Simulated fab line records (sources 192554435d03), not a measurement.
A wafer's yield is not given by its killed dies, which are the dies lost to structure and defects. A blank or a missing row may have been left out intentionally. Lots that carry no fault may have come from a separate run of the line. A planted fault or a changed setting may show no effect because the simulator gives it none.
Chamber matching | flow n5Finfet | N5_MOL_CONTACT_COAG_CO_FILL_22 on cvdCo-02 has 3 sister chambers
The step material Co, precursor CCTBA/H2, target thk 20 nm. 6 wafers are shown with their chamber, then 7 later ones without.

## WAFERS PAIRED WITH THEIR CHAMBERS
wafer  | chamber | heaterPowerW (W)
L799.3 | 1       | 255
L800.1 | 0       | 265
L800.5 | 0       | 266
L800.6 | 2       | 301
L804.2 | 1       | 258
L804.3 | 2       | 293

## WAFERS WITHOUT THEIR CHAMBER
wafer  | heaterPowerW (W)
L804.4 | 296
L809.1 | 266
L809.3 | 300
L809.5 | 291
L811.2 | 290
L811.3 | 259
L811.5 | 294

## WHICH CHAMBER EACH WENT THROUGH
wafer  | from the rows above     | in truth
L804.4 | 2                       | 2
L809.1 | 0                       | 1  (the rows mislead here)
L809.3 | 2                       | 2
L809.5 | 2                       | 2
L811.2 | 2                       | 2
L811.3 | can't be placed: 1 or 0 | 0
L811.5 | 2                       | 2
Correctly placed: 5 of 7. Not placeable from these rows: 1 (in 1, the candidates include the true chamber). Placed wrongly: 1.
How it was worked out, from the rows above alone: a wafer's distance from a chamber is the root of the sum, over the readings, of the square of ((its reading less the chamber's mean) divided by the reading's scatter). If the next closest chamber is less than 2 further off than the closest, the wafer can't be placed; otherwise it belongs to the closest. For every chamber, the mean is computed from those of its wafers that are shown. The scatter is the square root of a quotient: the sum, over the shown wafers, of each reading's squared deviation from its chamber's mean, divided by wafers minus chambers.
